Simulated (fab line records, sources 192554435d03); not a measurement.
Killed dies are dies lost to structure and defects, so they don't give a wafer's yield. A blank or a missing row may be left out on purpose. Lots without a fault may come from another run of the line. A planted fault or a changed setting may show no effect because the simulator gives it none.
fab line records | flow n5_finfet
record lots=7 wafers=21
route steps=1938 shown BEOL_M11@1541 BEOL_M13@1693 BEOL_M14@1743 BEOL_M15@1773
start_h: hours from the record's first day to the start of the lot's first wafer shown | wait_h: hours since the lot's step before | " the same as in the row above | L1.1+2: a row that stands for several wafers | - no value, or no start given | * or withheld: withheld | < > ~ a bound
route shown NAME@n: a module of which the file shows steps, and the number in the route of the first | usual: mean/standard deviation of fault-free wafers | same: alike in all rows | chamber/n: place in a boat | sites: the reading at each site | _std_site: their standard deviation | _edge_site: outer sites' mean less inner sites' | radius_mm: how far each site lies from the wafer's centre | mask NAME#n: copy n | behind: the tool/chamber that last shaped the wafer | hold: why the lot was held/for how many hours/how that ended | device: the transistor (n, p or np) that didn't switch | end of line: the same wafers' tests at the end of the route | a step without rows: its recipe alone | killed: dies lost to structure and defects at the first sort, not the wafer's yield | map: a wafer's dies, x killed, . not, _ none there
set.NAME: the setting as run; set.NAME@STEP: as run at that earlier step | model.NAME: the simulator's own value behind a step, which no gauge read
lots whose settings were changed on purpose; a table a step, a row a wafer
## steps
# step N5_BEOL_M11_COAT_59
# recipe resist=SOC temp_c=250 time_s=60 spin_rpm=1500 resist_thk_nm=100
# columns lot.wafer tool chamber start_h wait_h set.spin_rpm model.SOC_of_BEOL_M11_COAT_59.thk_nm
L075.1 litho_track-05 0 238.16 0.1 1500 100.2
L075.2+5 " 0 " " 1500 100
L074.2 litho_track-05 0 238.52 0.1 1403 103.4
L074.4 " 0 " " 1403 103.6
L074.5 " 0 " " 1500 100
L079.1 litho_track-01 0 251.99 0.1 1500 100
L079.2+4 " 0 " " 1600 97
L088.1+2+6 litho_track-05 0 308.69 0.1 1500 99.8
L091.1 litho_track-04 0 336.04 0.1 1500 100.4
L091.5 " 0 " " 1627 96.6
L091.6 " 0 " " 1500 100
L093.2 litho_track-05 0 346.76 0.1 1335 106.4
L093.3 " 0 " " 1500 99.8
L093.5 " 0 " " 1500 100.4
L094.1 litho_track-01 0 353.86 0.1 1500 99.8
L094.2 " 0 " " 1500 99.6
L094.5 " 0 " " 1500 100
# step N5_BEOL_M11_DESCUM_16
# recipe chemistry=O2 time_s=7.9 source_power_w=50 bias_power_w=20 pressure_mtorr=20 rf_frequency_hz=2.712e+07 temp_c=40 resist=CAR-ArF o2_flow_sccm=225
# columns lot.wafer tool chamber start_h wait_h set.time_s model.CAR-ArF_of_BEOL_M11_COAT_05.thk_nm
L075.1 rie_diel-04 3 238.65 0.2 7.9 82.8
L075.2 " 1 " " 7.9 83
L075.5 " 2 " " 7.9 83.2
L074.2 rie_diel-02 0 238.97 0.0 6.948 84
L074.4+5 " 3,1 " " 7.9 83.4
L079.1 rie_diel-04 0 252.33 0.0 6.269 84.2
L079.2 " 2 " " 6.269 84.4
L079.4 " 3 " " 7.9 83.4
L088.1+2 rie_diel-06 1,2 309.15 0.0 6.787 84.6
L088.6 " 3 " " 7.9 83.8
L091.1+5 rie_diel-02 1,3 336.38 0.0 7.9 83.4
L091.6 " 2 " " 7.9 83.8
L093.2 rie_diel-02 1 347.09 0.0 9.371 82.4
L093.3 " 2 " " 9.371 82.6
L093.5 " 2 " " 7.9 83.2
L094.1 rie_diel-04 3 354.84 0.6 7.9 83.4
L094.2 " 0 " " 7.9 83.6
L094.5 " 0 " " 9.421 82.4
# step N5_BEOL_M11_ETCH_61
# recipe chemistry=CF4 target=SiARC target_depth_a=390 mask_material=CAR-ArF time_s=65 ion_energy_ev=80 pressure_mtorr=40 source_w=545 bias_w=36 Ar_flow_sccm=100 cf4_flow_sccm=100 ends=cleared
# columns lot.wafer tool chamber start_h wait_h set.time_s@BEOL_M11_DESCUM_16 model.CAR-ArF_of_BEOL_M11_COAT_05.thk_nm
L075.1+2 rie_diel-04 3,1 238.68 0.0 7.9 55
L075.5 " 2 " " 7.9 55.4
L074.2 rie_diel-02 0 239.01 0.0 6.948 56
L074.4+5 " 3,1 " " 7.9 55.4
L079.1 rie_diel-04 0 252.37 0.0 6.269 56.2
L079.2 " 2 " " 6.269 56.4
L079.4 " 3 " " 7.9 55.4
L088.1 rie_diel-06 1 309.18 0.0 6.787 56.6
L088.2 " 2 " " 6.787 56.4
L088.6 " 3 " " 7.9 55.6
L091.1+5 rie_diel-02 1,3 336.41 0.0 7.9 55.2
L091.6 " 2 " " 7.9 55.6
L093.2 rie_diel-02 1 347.12 0.0 9.371 54.6
L093.3 " 2 " " 9.371 54.8
L093.5 " 2 " " 7.9 55.4
L094.1+2 rie_diel-04 3,0 354.87 0.0 7.9 55.6
L094.5 " 0 " " 9.421 54.4
# step N5_BEOL_M11_ETCH_62
# recipe chemistry=N2/H2 target=SOC target_depth_a=1100 overetch_a=220 mask_material=SiARC temp_c=40 time_s=165 ion_energy_ev=200 pressure_mtorr=30 source_w=840 bias_w=150 n2_flow_sccm=200 h2_flow_sccm=200
# columns lot.wafer tool chamber start_h wait_h set.spin_rpm@BEOL_M11_COAT_59 model.etch.depth_nm
L075.1+2 rie_diel-04 3,1 238.73 0.0 1500 100.1
L075.5 " 2 " " 1500 100
L074.2 rie_diel-02 0 239.06 0.0 1403 103.3
L074.4 " 3 " " 1403 103.6
L074.5 " 1 " " 1500 100
L079.1 rie_diel-04 0 252.42 0.0 1500 100
L079.2 " 2 " " 1600 96.95
L079.4 " 3 " " 1600 96.98
L088.1 rie_diel-06 1 309.23 0.0 1500 99.87
L088.2 " 2 " " 1500 99.77
L088.6 " 3 " " 1500 99.83
L091.1 rie_diel-02 1 336.46 0.0 1500 100.5
L091.5 " 3 " " 1627 96.54
L091.6 " 2 " " 1500 100.1
L093.2 rie_diel-02 1 347.17 0.0 1335 106.3
L093.3 " 2 " " 1500 99.85
L093.5 " 2 " " 1500 100.4
L094.1 rie_diel-04 3 354.92 0.0 1500 99.8
L094.2 " 0 " " 1500 99.59
L094.5 " 0 " " 1500 100.1
# step N5_BEOL_M11_STRIP_68
# recipe chemistry=N2/H2 temp_c=40 n2_flow_sccm=200 h2_flow_sccm=200 rf_frequency_hz=6e+07
# step N5_BEOL_M11_STRIP_67
# recipe chemistry=CF4 resist=SiARC power_w=300 bias_power_w=75 pressure_mtorr=50 cf4_flow_sccm=150 rf_frequency_hz=6e+07
# step N5_BEOL_M11_HM_OPEN_17
# recipe chemistry=Cl2/BCl3 target_depth_a=200 overetch_a=60 target=TiN mask_material=SOC ion_energy_ev=150 pressure_mtorr=10 icp_w=1000 bias_w=126 Cl2_flow_sccm=53.25 bcl3_flow_sccm=21.75 Ar_flow_sccm=25
# columns lot.wafer tool chamber start_h wait_h set.spin_rpm@BEOL_M11_COAT_59 model.SOC_of_BEOL_M11_COAT_59.thk_nm
L075.1 rie_metal-01 1 238.92 0.0 1500 92.4
L075.2+5 " 0,1 " " 1500 92.2
L074.2 rie_metal-01 1 239.25 0.0 1403 95.6
L074.4 " 1 " " 1403 95.8
L074.5 " 1 " " 1500 92.2
L079.1 rie_metal-03 0 252.62 0.0 1500 92.2
L079.2 " 1 " " 1600 89
L079.4 " 0 " " 1600 89.2
L088.1+2+6 rie_metal-03 0,1,1 309.42 0.0 1500 91.8
L091.1 rie_metal-02 0 336.65 0.0 1500 92.6
L091.5 " 1 " " 1627 88.6
L091.6 " 0 " " 1500 92.2
L093.2 rie_metal-03 0 347.36 0.0 1335 98.4
L093.3 " 1 " " 1500 91.8
L093.5 " 1 " " 1500 92.4
L094.1 rie_metal-02 1 355.11 0.0 1500 92
L094.2 " 0 " " 1500 91.6
L094.5 " 1 " " 1500 92.2
# step N5_BEOL_M13_ETCH_67
# recipe chemistry=CF4 target=SiARC target_depth_a=1430 time_s=238.3 ion_energy_ev=80 pressure_mtorr=40 source_w=545 bias_w=36 Ar_flow_sccm=100 cf4_flow_sccm=100 ends=cleared
# usual rf_vpp_V=184.1/1.1
# columns lot.wafer tool chamber start_h wait_h set.bias_w rf_vpp_V
L074.2 rie_diel-04 1 255.53 0.0 36 185.6
L074.4 " 2 " " 36 184.1
L074.5 " 0 " " 36 185.3
L075.1 rie_diel-04 0 256.37 0.0 36 184.9
L075.2 " 2 " " 36 182.8
L075.5 " 1 " " 36 185.2
L079.1 rie_diel-02 3 266.24 0.0 36 184.8
L079.2 " 0 " " 36 183.8
L079.4 " 2 " " 36 183.1
L088.1 rie_diel-02 2 321.78 0.0 36 182.1
L088.2 " 0 " " 36 184.1
L088.6 " 2 " " 36 182.1
L091.1 rie_diel-02 1 351.26 0.0 32.05 170.6
L091.5 " 2 " " 32.05 170.0
L091.6 " 3 " " 36 185.4
L093.2 rie_diel-02 1 361.22 0.0 33.8 176.4
L093.3 " 3 " " 36 184.7
L093.5 " 2 " " 33.8 175.9
L094.1 rie_diel-06 3 364.72 0.0 36 184.2
L094.2 " 0 " " 36 186.1
L094.5 " 1 " " 36 184.3
# step N5_BEOL_M14_PEB_26
# recipe peb_temp_c=130 peb_time_s=90
# columns lot.wafer tool chamber start_h wait_h set.peb_temp_c
L074.2+4+5 litho_track-01 0 261.31 0.0 130
L075.1+2+5 litho_track-01 0 262.00 0.1 130
L079.1+2 litho_track-03 0 271.91 0.1 131.4
L079.4 " 0 " " 130
L088.1+6 litho_track-05 0 325.77 0.1 130
L088.2 " 0 " " 127.6
L091.1+5+6 litho_track-01 0 358.22 0.1 130
L093.2+5 litho_track-03 0 374.13 0.0 127.2
L093.3 " 0 " " 130
L094.1+2+5 litho_track-05 0 375.04 0.1 130
# step N5_BEOL_M14_DEVELOP_27
# recipe develop_time_s=45 rinse_liquid=diw dry=air_spin dev_temp_c=21
# columns lot.wafer tool chamber start_h wait_h set.develop_time_s
L074.2 litho_track-01 0 - - 50.64
L074.4+5 " 0 " " 45
L075.1+2+5 litho_track-01 0 - - 45
L079.1+4 litho_track-03 0 - - 47.58
L079.2 " 0 " " 45
L088.1 litho_track-05 0 - - 52.07
L088.2+6 " 0 " " 45
L091.1 litho_track-01 0 - - 49.56
L091.5+6 " 0 " " 45
L093.2 litho_track-03 0 - - 45
L093.3+5 " 0 " " 36.87
L094.1+2 litho_track-05 0 - - 45
L094.5 " 0 " " 55.09
# step N5_BEOL_M14_HARDBAKE_32
# recipe temp_c=130 time_s=120
# step N5_BEOL_M14_CD_MEAS_28
# recipe target_cd_nm=284.4 landing_energy_ev=500 detector=se_inlens
# usual cd_nm=284.1/1.6
# columns lot.wafer tool chamber start_h wait_h set.peb_temp_c@BEOL_M14_PEB_26 cd_nm
L074.2 cd_sem-03 0 261.43 - 130 281.6
L074.4 " 0 " " 130 281.6
L074.5 " 0 " " 130 282.3
L075.1 cd_sem-01 0 262.11 - 130 282.9
L075.2 " 0 " " 130 283.4
L075.5 " 0 " " 130 283.1
L079.1 cd_sem-03 0 272.03 - 131.4 290.8
L079.2 " 0 " " 131.4 289.5
L079.4 " 0 " " 130 284.9
L088.1 cd_sem-01 0 325.89 - 130 285.5
L088.2 " 0 " " 127.6 270.4
L088.6 " 0 " " 130 284.0
L091.1 cd_sem-03 0 358.33 - 130 281.2
L091.5 " 0 " " 130 281.6
L091.6 " 0 " " 130 283.9
L093.2 cd_sem-01 0 374.25 - 127.2 272.9
L093.3 " 0 " " 130 285.2
L093.5 " 0 " " 127.2 271.9
L094.1 cd_sem-01 0 375.16 - 130 282.7
L094.2 " 0 " " 130 283.4
L094.5 " 0 " " 130 285.4
# step N5_BEOL_M14_DESCUM_33
# recipe chemistry=O2 time_s=7.9 source_power_w=50 bias_power_w=20 pressure_mtorr=20 rf_frequency_hz=2.712e+07 temp_c=40 o2_flow_sccm=225
# columns lot.wafer tool chamber start_h wait_h set.peb_temp_c@BEOL_M14_PEB_26 model.BEOL_M14.cd_nm
L074.2+4 rie_diel-05 1 261.75 0.3 130 281.8
L074.5 " 3 " " 130 282.2
L075.1 rie_diel-05 1 262.44 0.3 130 282.8
L075.2 " 3 " " 130 283.4
L075.5 " 1 " " 130 283.6
L079.1 rie_diel-01 1 272.17 0.1 131.4 291.2
L079.2 " 2 " " 131.4 289.4
L079.4 " 3 " " 130 285
L088.1 rie_diel-05 3 326.06 0.1 130 285.2
L088.2 " 1 " " 127.6 270.2
L088.6 " 0 " " 130 284
L091.1 rie_diel-05 0 358.42 0.0 130 281
L091.5 " 1 " " 130 281.6
L091.6 " 0 " " 130 284
L093.2 rie_diel-01 1 374.41 0.1 127.2 272.6
L093.3 " 0 " " 130 285.4
L093.5 " 3 " " 127.2 271.6
L094.1 rie_diel-05 1 375.25 0.0 130 282.8
L094.2 " 2 " " 130 283.4
L094.5 " 1 " " 130 285.4
# step N5_BEOL_M14_ETCH_67
# recipe chemistry=CF4 target=SiARC target_depth_a=1430 time_s=238.3 ion_energy_ev=80 pressure_mtorr=40 source_w=545 bias_w=36 Ar_flow_sccm=100 cf4_flow_sccm=100 ends=cleared
# columns lot.wafer tool chamber start_h wait_h set.peb_temp_c@BEOL_M14_PEB_26 model.BEOL_M14.cd_nm
L074.2 rie_diel-05 1 261.79 0.0 130 278
L074.4 " 1 " " 130 277.6
L074.5 " 3 " " 130 278.2
L075.1+2 rie_diel-05 1,3 262.47 0.0 130 279.2
L075.5 " 1 " " 130 280.4
L079.1 rie_diel-01 1 272.20 0.0 131.4 286.6
L079.2 " 2 " " 131.4 284.8
L079.4 " 3 " " 130 280.2
L088.1 rie_diel-05 3 326.10 0.0 130 281
L088.2 " 1 " " 127.6 266.6
L088.6 " 0 " " 130 280
L091.1 rie_diel-05 0 358.45 0.0 130 276.4
L091.5 " 1 " " 130 277.4
L091.6 " 0 " " 130 279.4
L093.2 rie_diel-01 1 374.44 0.0 127.2 267.6
L093.3 " 0 " " 130 280.4
L093.5 " 3 " " 127.2 266.6
L094.1 rie_diel-05 1 375.28 0.0 130 277.8
L094.2 " 2 " " 130 278.8
L094.5 " 1 " " 130 281.2
# step N5_BEOL_M14_ETCH_68
# recipe chemistry=N2/H2 target=SOC mask_material=SiARC source_w=3000 bias_w=350 temp_c=40 time_s=450 ion_energy_ev=200 pressure_mtorr=30 n2_flow_sccm=200 h2_flow_sccm=200
# columns lot.wafer tool chamber start_h wait_h set.peb_temp_c@BEOL_M14_PEB_26 model.BEOL_M14.cd_nm
L074.2 rie_diel-05 1 261.94 0.1 130 277
L074.4 " 1 " " 130 277.2
L074.5 " 3 " " 130 279.6
L075.1 rie_diel-05 1 262.62 0.1 130 278.2
L075.2 " 3 " " 130 280.8
L075.5 " 1 " " 130 281.2
L079.1 rie_diel-01 1 272.35 0.1 131.4 287
L079.2 " 2 " " 131.4 285
L079.4 " 3 " " 130 279.8
L088.1 rie_diel-05 3 326.24 0.1 130 282.8
L088.2 " 1 " " 127.6 265
L088.6 " 0 " " 130 280.2
L091.1 rie_diel-05 0 358.60 0.1 130 277.2
L091.5 " 1 " " 130 275.8
L091.6 " 0 " " 130 280
L093.2+5 rie_diel-01 1,3 374.59 0.1 127.2 267.8
L093.3 " 0 " " 130 281.4
L094.1 rie_diel-05 1 375.43 0.1 130 276.6
L094.2 " 2 " " 130 278.8
L094.5 " 1 " " 130 279
# step N5_BEOL_M14_STRIP_69
# recipe chemistry=N2/H2 temp_c=40 n2_flow_sccm=200 h2_flow_sccm=200 rf_frequency_hz=6e+07
# step N5_BEOL_M14_TRENCH_ETCH_34
# recipe chemistry=C4F8/O2/Ar target=SiO2 target_depth_a=5566.5 mask_material=SOC he_inner_torr=15 he_outer_torr=30 time_s=126.9 ion_energy_ev=800 pressure_mtorr=20 source_w=1905 bias_w=2040 Ar_flow_sccm=400 C4F8_flow_sccm=16 O2_flow_sccm=12
# step N5_BEOL_M14_STRIP_37
# recipe chemistry=O2 power_w=600 temp_c=60 pressure_mtorr=30 rf_frequency_hz=6e+07 bias_power_w=0 overash_fraction=0.3 o2_flow_sccm=225
# step N5_BEOL_M14_ETCH_38
# recipe chemistry=CF4/N2 target=SiCN target_depth_a=1065 taper_deg=2 time_s=120.6 ion_energy_ev=150 mask_material=SiO2 pressure_mtorr=40 source_w=430 bias_w=70 Ar_flow_sccm=100 cf4_flow_sccm=60 n2_flow_sccm=60
# columns lot.wafer tool chamber start_h wait_h set.peb_temp_c@BEOL_M14_PEB_26 model.BEOL_M14.cd_nm
L074.2 rie_diel-01 1 - - 130 276.8
L074.4 " 3 " " 130 277.2
L074.5 " 3 " " 130 279.4
L075.1 rie_diel-05 1 - - 130 278.6
L075.2 " 2 " " 130 280.8
L075.5 " 3 " " 130 281.6
L079.1 rie_diel-01 1 - - 131.4 286.4
L079.2 " 0 " " 131.4 285
L079.4 " 2 " " 130 279.6
L088.1 rie_diel-03 3 - - 130 282.4
L088.2 " 1 " " 127.6 264.8
L088.6 " 3 " " 130 279.8
L091.1 rie_diel-01 2 - - 130 277.4
L091.5 " 3 " " 130 276
L091.6 " 0 " " 130 280.2
L093.2 rie_diel-03 3 - - 127.2 267.8
L093.3 " 2 " " 130 281.2
L093.5 " 0 " " 127.2 267.6
L094.1 rie_diel-05 0 - - 130 276.8
L094.2 " 3 " " 130 279.2
L094.5 " 0 " " 130 279.4
# step N5_BEOL_M15_ILD_DEP_00
# recipe material=SiO2 target_thk_a=16293 temp_c=400 precursor=TEOS/O2 pressure_torr=6.5 rf_w=900 teos_flow_sccm=161.4 gas=O2 flow_sccm=2650 time_s=346.1
# columns lot.wafer tool chamber start_h wait_h set.time_s model.SiO2_of_BEOL_M15_ILD_DEP_00.thk_nm
L074.2 pecvd-01 2 270.53 0.0 346.1 1609
L074.4 " 2 " " 333 1581
L074.5 " 0 " " 346.1 1647
L075.1 pecvd-03 0 270.92 0.0 346.1 1609
L075.2 " 2 " " 346.1 1621
L075.5 " 0 " " 346.1 1659
L079.1 pecvd-01 2 276.00 0.0 320.1 1487
L079.2 " 1 " " 320.1 1491
L079.4 " 2 " " 346.1 1615
L088.1 pecvd-04 2 329.24 0.0 385.2 1790
L088.2 " 1 " " 346.1 1616
L088.6 " 1 " " 385.2 1825
L091.1 pecvd-04 2 363.70 0.0 382.9 1751
L091.5 " 0 " " 346.1 1628
L091.6 " 2 " " 382.9 1791
L093.2+3 pecvd-04 0,1 378.48 0.0 327.1 1526
L093.5 " 2 " " 346.1 1642
L094.1 pecvd-03 1 379.22 0.0 385.1 1814
L094.2 " 0 " " 346.1 1631
L094.5 " 1 " " 346.1 1659
# step N5_BEOL_M15_THK_MEAS_01
# recipe reads=SiO2_of_BEOL_M15_ILD_DEP_00
# usual M15_ILD_THK=1633/19
# columns lot.wafer tool chamber start_h wait_h set.time_s@BEOL_M15_ILD_DEP_00 M15_ILD_THK[nm]
L074.2 film_metro-02 - 270.78 0.1 346.1 1609
L074.4 " - " " 333 1581
L074.5 " - " " 346.1 1647
L075.1 film_metro-02 - 271.17 0.1 346.1 1609
L075.2 " - " " 346.1 1623
L075.5 " - " " 346.1 1660
L079.1 film_metro-01 - 276.36 0.2 320.1 1488
L079.2 " - " " 320.1 1492
L079.4 " - " " 346.1 1616
L088.1 film_metro-02 - 329.60 0.2 385.2 1791
L088.2 " - " " 346.1 1616
L088.6 " - " " 385.2 1826
L091.1 film_metro-01 - 363.95 0.1 382.9 1750
L091.5 " - " " 346.1 1628
L091.6 " - " " 382.9 1792
L093.2 film_metro-01 - 379.00 0.4 327.1 1526
L093.3 " - " " 327.1 1526
L093.5 " - " " 346.1 1641
L094.1 film_metro-01 - 379.57 0.2 385.1 1815
L094.2 " - " " 346.1 1630
L094.5 " - " " 346.1 1660
# step N5_BEOL_M15_COAT_04
# recipe spin_rpm=1704 resist_thk_nm=800
# columns lot.wafer tool chamber start_h wait_h set.spin_rpm
L074.2+4+5 litho_track-02 0 - - 1704
L075.1+2+5 litho_track-04 0 - - 1704
L079.1+2+4 litho_track-04 0 - - 1704
L088.1+2+6 litho_track-03 0 - - 1704
L091.1 litho_track-03 0 - - 1704
L091.5+6 " 0 " " 1784
L093.2+3+5 litho_track-04 0 - - 1704
L094.1+2+5 litho_track-04 0 - - 1704
# step N5_BEOL_M15_EBR_06
# recipe solvent=PGMEA ebr_width_mm=1.5
# step N5_BEOL_M15_SOFTBAKE_05
# recipe temp_c=130 time_s=60
# step N5_BEOL_M15_DESCUM_15
# recipe chemistry=O2 time_s=7.9 source_power_w=50 bias_power_w=20 pressure_mtorr=20 rf_frequency_hz=2.712e+07 temp_c=40 o2_flow_sccm=225
# step N5_BEOL_M15_ETCH_59
# recipe chemistry=N2/H2 target=BARC target_depth_a=890 overetch_a=267 time_s=67.9 ion_energy_ev=200 pressure_mtorr=30 source_w=840 bias_w=150 n2_flow_sccm=200 h2_flow_sccm=200
# step N5_BEOL_M15_VIA_ETCH_16
# recipe chemistry=C4F8/O2/Ar target=SiO2 he_inner_torr=15 he_outer_torr=30 target_depth_a=17922 time_s=withheld ion_energy_ev=800 pressure_mtorr=20 source_w=1905 bias_w=2040 Ar_flow_sccm=400 C4F8_flow_sccm=16 O2_flow_sccm=12 ends=cleared
# columns lot.wafer tool chamber start_h wait_h set.time_s@BEOL_M15_ILD_DEP_00 model.etch.depth_nm model.coat_of_BEOL_M15_COAT_04.thk_nm
L074.2 rie_diel-06 0 271.26 0.0 * 1609 339.8
L074.4 " 1 " " * 1581 342
L074.5 " 2 " " * 1647 331
L075.1 rie_diel-02 0 273.11 0.0 * 1609 342.4
L075.2 " 2 " " * 1621 333.6
L075.5 " 2 " " * 1659 322
L079.1 rie_diel-02 2 278.83 0.0 * 1487 362.8
L079.2 " 1 " " * 1491 368
L079.4 " 0 " " * 1615 339.8
L088.1 rie_diel-06 3 330.26 0.0 * 1790 296
L088.2 " 0 " " * 1616 337.6
L088.6 " 3 " " * 1825 287.2
L091.1 rie_diel-02 2 364.43 0.0 * 1751 300
L091.5 " 0 " " * 1628 318.6
L091.6 " 1 " " * 1791 277.6
L093.2 rie_diel-06 1 379.67 0.0 * 1526 350.4
L093.3 " 0 " " * 1526 358
L093.5 " 2 " " * 1642 332.4
L094.1 rie_diel-02 3 380.10 0.0 * 1814 291.8
L094.2 " 1 " " * 1631 330.4
L094.5 " 0 " " * 1659 326.8
## key
split step=N5_BEOL_M11_COAT_59 setting=spin_rpm stated=1500 by=wafer
response step=N5_BEOL_M11_COAT_59 reading=model.SOC_of_BEOL_M11_COAT_59.thk_nm change=-0.511 per=1% r=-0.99
response step=N5_BEOL_M11_ETCH_62 reading=model.etch.depth_nm change=-0.511 per=1% r=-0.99
response step=N5_BEOL_M11_HM_OPEN_17 reading=model.SOC_of_BEOL_M11_COAT_59.thk_nm change=-0.519 per=1% r=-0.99
split step=N5_BEOL_M11_DESCUM_16 setting=time_s stated=7.9 by=wafer
response step=N5_BEOL_M11_DESCUM_16 reading=model.CAR-ArF_of_BEOL_M11_COAT_05.thk_nm change=-0.0479 per=1% r=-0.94
response step=N5_BEOL_M11_ETCH_61 reading=model.CAR-ArF_of_BEOL_M11_COAT_05.thk_nm change=-0.0502 per=1% r=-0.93
split step=N5_BEOL_M13_ETCH_67 setting=bias_w stated=36 by=wafer
response step=N5_BEOL_M13_ETCH_67 reading=rf_vpp_V change=+1.38 per=1% r=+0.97
split step=N5_BEOL_M14_PEB_26 setting=peb_temp_c stated=130 by=wafer
response step=N5_BEOL_M14_CD_MEAS_28 reading=cd_nm change=+6.49 per=1% r=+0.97
response step=N5_BEOL_M14_DESCUM_33 reading=model.BEOL_M14.cd_nm change=+6.62 per=1% r=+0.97
response step=N5_BEOL_M14_ETCH_67 reading=model.BEOL_M14.cd_nm change=+6.54 per=1% r=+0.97
response step=N5_BEOL_M14_ETCH_68 reading=model.BEOL_M14.cd_nm change=+7.22 per=1% r=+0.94
response step=N5_BEOL_M14_ETCH_38 reading=model.BEOL_M14.cd_nm change=+7.14 per=1% r=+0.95
split step=N5_BEOL_M14_DEVELOP_27 setting=develop_time_s stated=45 by=wafer
response none clear
split step=N5_BEOL_M15_ILD_DEP_00 setting=time_s stated=346.1 by=wafer
response step=N5_BEOL_M15_ILD_DEP_00 reading=model.SiO2_of_BEOL_M15_ILD_DEP_00.thk_nm change=+15.7 per=1% r=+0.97
response step=N5_BEOL_M15_THK_MEAS_01 reading=M15_ILD_THK change=+15.7 per=1% r=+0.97
response step=N5_BEOL_M15_VIA_ETCH_16 reading=model.etch.depth_nm change=+15.7 per=1% r=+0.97
response step=N5_BEOL_M15_VIA_ETCH_16 reading=model.coat_of_BEOL_M15_COAT_04.thk_nm change=-3.39 per=1% r=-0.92
split step=N5_BEOL_M15_COAT_04 setting=spin_rpm stated=1704 by=wafer
response none clear
